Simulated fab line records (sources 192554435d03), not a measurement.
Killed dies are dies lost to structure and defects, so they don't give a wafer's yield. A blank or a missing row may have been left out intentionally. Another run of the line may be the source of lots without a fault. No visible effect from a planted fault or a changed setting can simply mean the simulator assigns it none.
fab line records    flow n5Finfet    part 1 of 2: steps 1 to 4 of 6
record: lots: 18  wafers: 54  lastDay: 17
route steps=1938 shown GATE_CUT@490 MOL_CONTACT_COAG@530
lots with no fault: from the same line, run without faults
startH: start of the lot's first displayed wafer, in hours after the record's first day    waitH: how many hours have passed since the lot's step before this one    " unchanged from the row above    L1.1+2: a single row standing in for several wafers    - no value, or no start was given    * or withheld: withheld    < > ~ a bound
route shown NAME@n: NAME is a module with steps in the file, n the number in the route of the first one    usual: mean/standard deviation taken from wafers without a fault    same: alike in all rows    chamber/n: place in a boat    sites: per-site readings    _std_site: their standard deviation    _edge_site: the outer-site mean with the inner-site mean subtracted    radiusMm: how far each site lies from the wafer's centre    mask NAME#n: copy n    behind: the last tool/chamber to shape the wafer    hold: why the lot went on hold/how many hours it stayed there/how the hold came to an end    device: the transistor (n, p or np) that didn't switch    end of line: the tests these same wafers got at the end of their route    a step with no rows: only its recipe    killed: not the wafer's yield, but the dies lost to structure and defects at the first sort    map: a wafer's dies, marking killed ones x, the rest . and places with no die _
set.NAME: setting as actually run; set.NAME@STEP: the setting as run at that earlier step    model.NAME: the simulator's own value behind a step, which no gauge read
one table for each step of the route and one row for each wafer, over a sample of lots
services: a tool's chamber out of use, with start hour (startH, from the record's first day; less than 0 if before it), hours out, and reason
== steps ==
step: N5_GATE_CUT_DESCUM_18
recipe: chemistry: O2  timeS: 7  sourcePowerW: 50  biasPowerW: 20  pressureMtorr: 20  rfFrequencyHz: 2.712e+07  tempC: 40  resist: CAR-EUV  o2FlowSccm: 225
usual: drypumpMotorCurrentA: 5.7/0.5  o2FlowSccm: 225.0/0.68  oesProductAu: 0.76/0.046  rfVppV: 242.9/1.2  showerheadPlenumPTorr: 2.09/0.063  throttleValvePct: 20.56/0.22
lot.wafer  tool        chamber  startH  waitH  drypumpMotorCurrentA  o2FlowSccm  oesProductAu  rfHoursCounterH  rfVppV  showerheadPlenumPTorr  throttleValvePct
L074.2     rieDiel-06  2        83.55   0.0    6.3                   225.3       0.73          189              244.3   2.17                   20.70
L074.3     "           0        "       "      6.1                   224.9       0.83          78               245.2   2.21                   20.15
L074.6     "           3        "       "      5.7                   223.7       0.74          -                241.5   2.01                   20.55
L075.1     rieDiel-05  2        89.74   0.0    6.3                   225.3       0.79          114              242.7   2.11                   20.71
L075.4     "           1        "       "      5.2                   223.3       0.72          157              243.1   2.09                   20.73
L075.6     "           1        "       "      5.2                   224.6       0.73          -                243.3   2.09                   20.72
L076.1     rieDiel-06  1        96.90   0.3    5.4                   223.8       0.75          140              242.3   2.11                   20.87
L076.3     "           3        "       "      5.7                   224.9       0.73          168              241.6   2.01                   20.56
L076.5     "           1        "       "      5.4                   224.1       0.74          -                243.5   2.12                   20.87
L078.2     rieDiel-05  1        110.30  0.2    5.2                   225.9       0.72          163              242.9   2.08                   20.75
L078.3     "           2        "       "      6.4                   225.1       0.78          121              243.6   2.11                   20.73
L078.6     "           1        "       "      5.2                   224.7       0.72          -                243.7   2.09                   20.73
L079.1     rieDiel-06  0        112.94  0.0    6.1                   224.2       0.82          87               243.8   2.21                   20.16
L079.4     "           3        "       "      5.7                   225.6       0.74          173              241.0   2.01                   20.57
L079.6     "           0        "       "      6.1                   225.2       0.82          -                244.7   2.21                   20.16
L081.1     rieDiel-05  3        125.70  0.0    4.7                   224.2       0.78          155              242.3   2.09                   20.43
L081.4     "           1        "       "      5.2                   225.5       0.72          168              243.4   2.08                   20.76
L081.5     "           2        "       "      6.3                   224.5       0.78          -                243.6   2.11                   20.72
L082.1     rieDiel-06  3        132.14  0.0    5.7                   225.1       0.73          179              241.4   2.01                   20.57
L082.2     "           2        "       "      6.2                   225.3       0.71          206              245.7   2.17                   20.73
L082.5     "           1        "       "      5.4                   224.1       0.74          -                243.7   2.11                   20.90
L083.3     rieDiel-01  3        137.68  0.0    5.7                   224.5       0.76          161              244.1   2.08                   20.49
L083.4     "           2        "       "      5.9                   225.8       0.87          49               242.6   2.02                   20.28
L083.6     "           2        "       "      5.8                   225.3       0.87          -                243.1   2.02                   20.28
L084.2     rieDiel-05  0        141.72  0.0    5.8                   225.5       0.79          109              241.4   2.03                   20.41
L084.3     "           1        "       "      5.1                   225.1       0.71          173              242.9   2.08                   20.74
L084.5     "           1        "       "      5.2                   225.3       0.71          -                243.2   2.08                   20.76
L085.3     rieDiel-01  1        150.76  0.0    6.5                   225.6       0.72          202              242.2   1.97                   20.54
L085.4     "           3        "       "      5.7                   226.4       0.75          165              242.8   2.08                   20.53
L085.5     "           2        "       "      5.9                   225.3       0.87          -                242.2   2.02                   20.27
L086.3     rieDiel-01  3        161.12  0.0    5.7                   225.0       0.75          169              242.6   2.08                   20.52
L086.5     "           1        "       "      6.4                   225.2       0.73          -                239.6   1.97                   20.52
L086.6     "           0        "       "      5.3                   225.5       0.82          -                243.6   2.10                   20.29
L088.1     rieDiel-06  3        166.49  0.0    5.7                   224.5       0.72          190              242.0   2.00                   20.58
L088.2     "           2        "       "      6.3                   224.8       0.71          216              244.9   2.16                   20.75
L088.4     "           0        "       "      6.1                   226.0       0.80          104              245.4   2.20                   20.18
L089.3     rieDiel-06  1        172.22  0.0    5.3                   225.5       0.72          164              242.2   2.11                   20.89
L089.5     "           1        "       "      5.3                   226.7       0.72          -                243.8   2.11                   20.90
L089.6     "           0        "       "      6.1                   225.0       0.80          -                242.5   2.20                   20.18
L090.1     rieDiel-01  2        177.98  0.0    5.9                   224.5       0.85          61               242.2   2.02                   20.30
L090.5     "           3        "       "      5.7                   226.0       0.75          -                243.9   2.08                   20.52
L090.6     "           2        "       "      5.9                   225.1       0.86          -                240.9   2.02                   20.28
L093.1     rieDiel-05  0        194.69  0.3    5.9                   225.4       0.79          124              241.6   2.02                   20.42
L093.3     "           2        "       "      6.3                   225.0       0.76          146              241.9   2.10                   20.76
L093.5     "           1        "       "      5.2                   225.4       0.70          -                242.1   2.08                   20.79
L094.1     rieDiel-05  1        207.02  0.0    5.2                   225.3       0.70          191              243.7   2.08                   20.80
L094.3     "           0        "       "      5.8                   225.1       0.77          128              242.5   2.02                   20.44
L094.4     "           2        "       "      6.3                   224.4       0.75          150              243.3   2.10                   20.76
L095.3     rieDiel-01  2        209.12  0.1    5.9                   225.4       0.84          72               242.9   2.01                   20.32
L095.4     "           3        "       "      5.7                   225.2       0.73          183              243.4   2.07                   20.53
L095.6     "           0        "       "      5.3                   225.8       0.81          -                244.2   2.09                   20.31
L097.3     rieDiel-06  1        222.46  0.0    5.3                   225.9       0.71          180              243.3   2.10                   20.93
L097.5     "           0        "       "      6.1                   225.7       0.79          -                245.3   2.20                   20.22
L097.6     "           1        "       "      5.4                   225.7       0.71          -                243.4   2.10                   20.93
step: N5_GATE_CUT_HM_OPEN_40
recipe: chemistry: C4F6/O2  target: SiO2  maskMaterial: SiARC  targetDepthA: 1390  timeS: 85.1  ionEnergyEv: 250  pressureMtorr: 30  sourceW: 345  biasW: 185  Ar_flow_sccm: 300  C4F6_flow_sccm: 10  O2_flow_sccm: 10  ends: cleared
usual: drypumpMotorCurrentA: 5.7/0.5  etchRfOnTimeS: 94.4/1.8  mfcArSccm: 300.0/0.86  oes_ar_750_au: 0.76/0.045  oesProductAu: 0.68/0.041  rfVppV: 661/12  showerheadPlenumPTorr: 2.84/0.078  throttleValvePct: 21.07/0.22
lot.wafer  tool        chamber  startH  waitH  drypumpMotorCurrentA  etchRfOnTimeS  mfcArSccm  oes_ar_750_au  oesProductAu  rfHoursCounterH  rfVppV  showerheadPlenumPTorr  throttleValvePct
L074.2     rieDiel-06  2        83.71   0.0    6.2                   94.5           299.8      0.72           0.66          189              667     2.94                   21.16
L074.3     "           0        "       "      6.2                   91.7           299.0      0.83           0.75          78               662     2.99                   20.62
L074.6     "           3        "       "      5.7                   94.4           301.4      0.74           0.67          -                652     2.74                   21.04
L075.1     rieDiel-05  2        89.90   0.0    6.3                   93.5           299.9      0.77           0.71          114              682     2.89                   21.34
L075.4     "           1        "       "      5.2                   98.7           302.1      0.71           0.65          157              678     2.85                   21.32
L075.6     "           1        "       "      5.2                   97.9           300.0      0.72           0.65          -                679     2.85                   21.31
L076.1     rieDiel-06  1        97.07   0.0    5.4                   95.2           299.7      0.74           0.67          140              653     2.84                   21.18
L076.3     "           3        "       "      5.7                   95.6           300.3      0.74           0.67          168              652     2.74                   21.05
L076.5     "           1        "       "      5.4                   97.1           300.6      0.74           0.67          -                653     2.84                   21.18
L078.2     rieDiel-05  1        110.46  0.0    5.2                   94.3           299.4      0.72           0.65          163              679     2.85                   21.33
L078.3     "           2        "       "      6.4                   94.1           301.0      0.76           0.70          121              683     2.89                   21.36
L078.6     "           1        "       "      5.2                   98.3           299.2      0.71           0.65          -                678     2.85                   21.33
L079.1     rieDiel-06  0        113.10  0.0    6.1                   94.5           300.2      0.82           0.75          87               661     2.99                   20.64
L079.4     "           3        "       "      5.7                   96.9           301.1      0.73           0.66          173              652     2.73                   21.06
L079.6     "           0        "       "      6.1                   93.2           299.1      0.82           0.74          -                660     2.99                   20.64
L081.1     rieDiel-05  3        125.87  0.0    4.7                   94.3           299.6      0.75           0.69          155              668     2.84                   20.94
L081.4     "           1        "       "      5.2                   97.8           299.3      0.71           0.65          168              679     2.85                   21.33
L081.5     "           2        "       "      6.3                   94.6           299.4      0.76           0.70          -                680     2.89                   21.36
L082.1     rieDiel-06  3        132.31  0.0    5.7                   93.4           302.3      0.73           0.66          179              652     2.73                   21.06
L082.2     "           2        "       "      6.3                   94.7           300.1      0.72           0.65          206              665     2.94                   21.19
L082.5     "           1        "       "      5.4                   95.5           301.3      0.74           0.66          -                653     2.83                   21.20
L083.3     rieDiel-01  3        137.84  0.0    5.7                   93.8           299.6      0.74           0.67          161              666     2.83                   21.00
L083.4     "           2        "       "      5.9                   94.0           300.2      0.85           0.79          49               652     2.77                   20.87
L083.6     "           2        "       "      5.9                   94.8           300.2      0.85           0.78          -                651     2.77                   20.86
L084.2     rieDiel-05  0        141.89  0.0    5.9                   91.1           300.3      0.81           0.72          109              644     2.76                   20.94
L084.3     "           1        "       "      5.2                   96.8           300.1      0.71           0.64          173              678     2.84                   21.35
L084.5     "           1        "       "      5.2                   94.6           300.7      0.70           0.64          -                679     2.84                   21.33
L085.3     rieDiel-01  1        150.92  0.0    6.4                   91.9           298.0      0.72           0.65          202              656     2.71                   21.12
L085.4     "           3        "       "      5.7                   95.9           301.4      0.75           0.67          165              665     2.83                   21.00
L085.5     "           2        "       "      5.8                   92.5           299.8      0.84           0.78          -                652     2.77                   20.89
L086.3     rieDiel-01  3        161.29  0.0    5.7                   95.4           298.9      0.74           0.66          169              666     2.82                   21.01
L086.5     "           1        "       "      6.4                   96.3           300.0      0.72           0.65          -                655     2.71                   21.13
L086.6     "           0        "       "      5.3                   95.4           300.5      0.83           0.75          -                645     2.88                   20.92
L088.1     rieDiel-06  3        166.65  0.0    5.6                   92.0           300.6      0.72           0.65          190              651     2.73                   21.09
L088.2     "           2        "       "      6.3                   94.7           299.4      0.71           0.63          216              666     2.93                   21.22
L088.4     "           0        "       "      6.2                   94.7           300.6      0.81           0.72          104              661     2.98                   20.63
L089.3     rieDiel-06  1        172.38  0.0    5.4                   95.8           301.0      0.71           0.65          164              654     2.83                   21.22
L089.5     "           1        "       "      5.4                   94.8           300.0      0.72           0.64          -                654     2.83                   21.22
L089.6     "           0        "       "      6.2                   93.8           302.0      0.81           0.73          -                661     2.98                   20.67
L090.1     rieDiel-01  2        178.14  0.0    5.9                   92.9           298.9      0.84           0.76          61               652     2.76                   20.89
L090.5     "           3        "       "      5.8                   96.9           299.9      0.74           0.66          -                666     2.82                   21.02
L090.6     "           2        "       "      5.9                   94.5           300.4      0.84           0.76          -                652     2.76                   20.89
L093.1     rieDiel-05  0        194.85  0.0    5.9                   91.0           299.5      0.79           0.72          124              643     2.76                   20.96
L093.3     "           2        "       "      6.3                   92.7           300.8      0.74           0.69          147              680     2.88                   21.39
L093.5     "           1        "       "      5.2                   95.3           299.4      0.70           0.64          -                678     2.84                   21.35
L094.1     rieDiel-05  1        207.18  0.0    5.2                   94.0           300.6      0.69           0.63          191              678     2.84                   21.37
L094.3     "           0        "       "      5.9                   90.6           299.9      0.78           0.69          128              645     2.75                   20.95
L094.4     "           2        "       "      6.3                   93.3           299.1      0.74           0.68          150              680     2.88                   21.40
L095.3     rieDiel-01  2        209.28  0.0    5.9                   91.4           300.3      0.82           0.75          72               651     2.76                   20.91
L095.4     "           3        "       "      5.7                   95.5           300.9      0.73           0.66          183              665     2.82                   21.03
L095.6     "           0        "       "      5.3                   93.7           298.7      0.82           0.73          -                645     2.87                   20.93
L097.3     rieDiel-06  1        222.62  0.0    5.4                   95.8           300.8      0.71           0.64          180              655     2.82                   21.23
L097.5     "           0        "       "      6.1                   95.1           301.5      0.79           0.71          -                661     2.97                   20.69
L097.6     "           1        "       "      5.4                   97.4           300.5      0.70           0.64          -                653     2.82                   21.24
step: N5_GATE_CUT_CUT_ETCH_54
recipe: chemistry: Cl2/BCl3  target: TiN  maskMaterial: SiO2  targetDepthA: 967  pressureMtorr: 10  icpW: 1000  biasW: 126  Cl2_flow_sccm: 53.25  bcl3FlowSccm: 21.75  Ar_flow_sccm: 25  ends: cleared
usual: drypumpMotorCurrentA: 5.4/0.46  etchRfOnTimeS: 37.0/0.4  mfcArSccm: 24.99/0.079  oes_ar_750_au: 0.69/0.079  oesProductAu: 0.63/0.074  throttleValvePct: 22.4/0.3
lot.wafer  tool         chamber  startH  waitH  drypumpMotorCurrentA  etchRfOnTimeS  mfcArSccm  oes_ar_750_au  oesProductAu  rfHoursCounterH  throttleValvePct
L074.2     rieMetal-03  1        84.01   0.0    6.3                   37.2           25.03      0.69           0.63          74               22.4
L074.3     "            0        "       "      4.8                   37.4           25.02      0.61           0.56          -                22.6
L074.6     "            0        "       "      4.8                   37.3           24.98      0.62           0.55          -                22.6
L075.1     rieMetal-02  0        90.19   0.0    5.5                   36.9           24.90      0.89           0.82          8                22.0
L075.4     "            0        "       "      5.5                   36.5           24.79      0.89           0.82          -                22.1
L075.6     "            1        "       "      5.3                   36.7           24.92      0.69           0.62          -                22.1
L076.1     rieMetal-02  0        97.36   0.0    5.5                   36.5           25.06      0.87           0.81          9                22.1
L076.3     "            0        "       "      5.5                   36.6           25.04      0.87           0.81          -                22.1
L076.5     "            1        "       "      5.2                   36.5           25.11      0.69           0.62          -                22.1
L078.2     rieMetal-03  1        110.75  0.0    6.3                   37.1           25.07      0.69           0.62          76               22.4
L078.3     "            1        "       "      6.3                   37.3           25.04      0.69           0.62          -                22.4
L078.6     "            1        "       "      6.3                   37.1           25.08      0.69           0.63          -                22.4
L079.1     rieMetal-02  0        113.39  0.0    5.5                   36.3           24.84      0.87           0.80          10               22.0
L079.4     "            0        "       "      5.5                   36.6           24.88      0.88           0.79          -                22.1
L079.6     "            0        "       "      5.5                   36.5           24.96      0.87           0.80          -                22.1
L081.1     rieMetal-01  1        126.16  0.0    5.5                   37.1           24.93      0.65           0.58          96               22.9
L081.4     "            1        "       "      5.5                   36.9           25.00      0.65           0.60          -                22.9
L081.5     "            1        "       "      5.5                   36.8           24.97      0.65           0.60          -                22.9
L082.1     rieMetal-03  1        132.60  0.0    6.3                   36.8           25.01      0.68           0.63          79               22.4
L082.2     "            0        "       "      4.8                   36.8           24.96      0.61           0.56          121              22.7
L082.5     "            1        "       "      6.3                   37.2           25.08      0.68           0.62          -                22.4
L083.3     rieMetal-01  0        138.15  0.0    5.3                   37.7           25.03      0.68           0.63          -                22.2
L083.4     "            1        "       "      5.5                   36.6           24.97      0.65           0.58          -                22.9
L083.6     "            1        "       "      5.5                   37.1           25.09      0.64           0.59          -                22.9
L084.2     rieMetal-01  0        142.18  0.0    5.3                   37.3           24.90      0.69           0.64          68               22.2
L084.3     "            0        "       "      5.3                   37.6           24.89      0.69           0.63          -                22.2
L084.5     "            1        "       "      5.5                   36.6           25.04      0.64           0.59          -                22.9
L085.3     rieMetal-03  0        151.23  0.0    4.8                   37.1           25.01      0.60           0.55          -                22.6
L085.4     "            1        "       "      6.2                   37.4           25.09      0.68           0.62          -                22.4
L085.5     "            1        "       "      6.3                   37.0           25.15      0.68           0.62          -                22.4
L086.3     rieMetal-03  0        161.60  0.0    4.8                   37.1           25.00      0.61           0.55          -                22.6
L086.5     "            0        "       "      4.8                   37.2           24.86      0.61           0.55          -                22.7
L086.6     "            1        "       "      6.2                   37.4           24.91      0.68           0.61          -                22.4
L088.1     rieMetal-03  0        166.94  0.0    4.8                   37.2           25.09      0.60           0.55          123              22.6
L088.2     "            1        "       "      6.3                   37.7           25.18      0.68           0.60          82               22.4
L088.4     "            1        "       "      6.3                   37.4           25.01      0.68           0.61          -                22.4
L089.3     rieMetal-02  1        172.69  0.0    5.2                   36.9           25.05      0.68           0.61          -                22.2
L089.5     "            1        "       "      5.2                   36.8           24.99      0.67           0.60          -                22.1
L089.6     "            0        "       "      5.5                   36.7           25.10      0.84           0.78          -                22.1
L090.1     rieMetal-02  0        178.43  0.0    5.5                   36.7           25.04      0.85           0.77          16               22.1
L090.5     "            0        "       "      5.5                   37.2           24.94      0.84           0.77          -                22.1
L090.6     "            1        "       "      5.2                   37.1           24.80      0.68           0.60          -                22.1
L093.1     rieMetal-02  1        195.14  0.0    5.2                   36.5           25.10      0.68           0.60          98               22.2
L093.3     "            0        "       "      5.5                   36.6           25.01      0.85           0.78          -                22.1
L093.5     "            1        "       "      5.2                   36.3           25.08      0.67           0.61          -                22.2
L094.1     rieMetal-01  1        207.47  0.0    5.5                   36.1           24.87      0.64           0.59          104              22.9
L094.3     "            0        "       "      5.3                   37.4           24.85      0.67           0.63          -                22.2
L094.4     "            1        "       "      5.5                   36.4           24.81      0.64           0.58          -                22.9
L095.3     rieMetal-01  1        209.59  0.0    5.5                   36.6           24.95      0.64           0.58          -                22.9
L095.4     "            0        "       "      5.3                   37.6           24.83      0.67           0.62          -                22.2
L095.6     "            0        "       "      5.3                   37.7           25.06      0.67           0.62          -                22.2
L097.3     rieMetal-01  1        222.96  0.1    5.5                   36.8           24.92      0.63           0.57          -                22.9
L097.5     "            0        "       "      5.3                   37.1           24.93      0.67           0.63          -                22.2
L097.6     "            1        "       "      5.5                   36.6           24.93      0.63           0.58          -                22.9
step: N5_GATE_CUT_CMP_23
recipe: stopOn: SiO2  tOverpolishS: 23.4  postCmpClean: alkalineBrush  downForcePsi: 2.5  platenRpm: 51.8  padVelocityMS: 1.0307  targetThkNm: 16
usual: motorCurrentA: 9.1/0.75  overpolishRunS: 23.400/0.0088  retainingRingPressureFrac: 0.999/0.0049  timeToEndpointS: 19.2/2.4
lot.wafer  tool    chamber  startH  waitH  motorCurrentA  overpolishRunS  retainingRingPressureFrac  timeToEndpointS
L074.2     cmp-03  1        85.88   0.8    9.3            23.402          1.008                      18.7
L074.3     "       3        "       "      8.3            23.414          0.996                      20.5
L074.6     "       1        "       "      9.9            23.392          1.003                      17.0
L075.1     cmp-01  0        92.36   0.8    8.3            23.407          0.996                      21.6
L075.4     "       1        "       "      9.9            23.399          0.991                      22.0
L075.6     "       1        "       "      9.6            23.406          0.990                      21.6
L076.1     cmp-04  2        99.30   0.8    8.7            23.406          0.994                      16.5
L076.3     "       3        "       "      9.7            23.406          1.004                      15.6
L076.5     "       2        "       "      8.4            23.392          0.991                      16.2
L078.3     cmp-04  0        113.64  0.8    10.4           23.394          0.994                      20.4
L078.2     "       2        "       "      8.3            23.406          0.997                      20.9
L078.6     "       1        "       "      8.4            23.410          0.999                      14.2
L079.4     cmp-04  0        115.30  0.8    10.0           23.398          1.007                      16.7
L079.1     "       1        "       "      8.8            23.399          1.001                      13.8
L079.6     "       3        "       "      9.7            23.388          0.996                      19.2
L081.4     cmp-03  0        128.03  0.8    7.8            23.395          1.005                      22.4
L081.1     "       3        "       "      7.9            23.411          0.995                      19.6
L081.5     "       1        "       "      10.1           23.399          0.995                      16.8
L082.2     cmp-01  1        134.51  0.8    9.7            23.384          0.999                      21.8
L082.1     "       2        "       "      9.1            23.391          0.996                      20.6
L082.5     "       0        "       "      8.1            23.418          0.997                      19.8
L083.3     cmp-01  3        140.01  0.8    9.0            23.404          0.994                      18.6
L083.4     "       1        "       "      9.8            23.402          1.007                      21.9
L083.6     "       0        "       "      8.1            23.392          0.993                      20.3
L084.3     cmp-04  1        144.13  0.8    9.0            23.401          1.011                      14.4
L084.2     "       2        "       "      8.1            23.393          0.997                      16.6
L084.5     "       3        "       "      9.6            23.404          1.004                      18.3
L085.4     cmp-04  3        153.09  0.8    9.4            23.402          1.002                      21.3
L085.3     "       0        "       "      10.7           23.403          1.001                      18.3
L085.5     "       0        "       "      10.4           23.396          1.005                      21.1
L086.3     cmp-04  2        163.57  0.9    8.3            23.395          0.995                      17.7
L086.6     "       3        "       "      9.4            23.392          1.001                      20.1
L086.5     "       0        "       "      10.5           23.400          0.998                      17.4
L088.2     cmp-01  2        168.86  0.8    9.8            23.395          0.992                      14.5
L088.4     "       3        "       "      9.0            23.393          1.003                      16.8
L088.1     "       0        "       "      7.8            23.407          1.003                      15.0
L089.3     cmp-03  0        174.59  0.8    8.0            23.417          1.007                      21.7
L089.5     "       3        "       "      8.1            23.390          1.001                      22.7
L089.6     "       0        "       "      8.0            23.384          1.002                      21.8
L090.1     cmp-01  3        180.38  0.8    9.1            23.412          0.999                      17.7
L090.5     "       1        "       "      9.6            23.411          1.002                      19.4
L090.6     "       2        "       "      9.5            23.415          1.006                      18.3
L093.1     cmp-04  3        197.09  0.8    9.9            23.403          1.005                      20.4
L093.3     "       0        "       "      10.4           23.398          0.992                      23.6
L093.5     "       1        "       "      8.9            23.393          1.005                      15.3
L094.1     cmp-04  3        209.54  0.8    9.5            23.405          1.000                      21.2
L094.4     "       0        "       "      10.5           23.418          1.002                      19.8
L094.3     "       2        "       "      8.3            23.406          0.993                      18.7
L095.3     cmp-04  3        211.57  0.8    9.7            23.416          0.998                      20.0
L095.4     "       1        "       "      9.2            23.400          0.998                      16.9
L095.6     "       0        "       "      10.2           23.382          0.997                      20.0
L097.3     cmp-01  3        224.95  0.8    8.6            23.408          0.997                      18.2
L097.6     "       1        "       "      9.1            23.396          0.999                      21.1
L097.5     "       2        "       "      9.4            23.407          0.999                      18.3
